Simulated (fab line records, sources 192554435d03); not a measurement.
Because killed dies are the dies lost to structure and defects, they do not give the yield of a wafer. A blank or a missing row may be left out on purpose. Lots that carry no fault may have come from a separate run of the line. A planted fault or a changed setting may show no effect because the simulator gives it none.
Matching of chambers -- flow n5_finfet -- N5_BEOL_M10_PECVD_70 on pecvd-01 has 3 sister chambers
The step deposits SiO2 from TEOS/O2, target thk 20 nm, time 22.7 s. 3 wafers are shown with their chamber, then 7 later ones without.

EACH WAFER AND ITS CHAMBER
wafer,chamber,showerhead_plenum_p_Torr (Torr)
L088.5,2,8.83
L094.2,0,8.91
L094.4,1,8.84

WAFERS WITH NO CHAMBER GIVEN
wafer,showerhead_plenum_p_Torr (Torr)
L094.6,8.93
L097.1,8.92
L097.2,8.85
L097.3,8.84
L097.4,8.91
L097.5,8.83
L097.6,8.84

CHAMBER TAKEN BY EACH
wafer,from the rows above,in truth
L094.6,0,0
L097.1,0,0
L097.2,can't be placed: 1 or 2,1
L097.3,can't be placed: 1 or 2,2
L097.4,0,0
L097.5,can't be placed: 2 or 1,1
L097.6,can't be placed: 1 or 2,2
Correct placement for 3 of the 7. These rows do not allow placing 4 (true chamber among the candidates in 4). 0 placed wrongly.
How it was worked out, from the rows above alone: a wafer's distance from a chamber is the root of the sum, over the readings, of the square of ((its reading less the chamber's mean) divided by the reading's scatter). If the next closest chamber is less than 2 further off than the closest, the wafer can't be placed; otherwise it belongs to the closest. For every chamber, the mean is computed from those of its wafers that are shown. The scatter (one wafer shown for each chamber): square how far every hidden wafer sits from the nearest shown wafer, average those squares and take the square root.
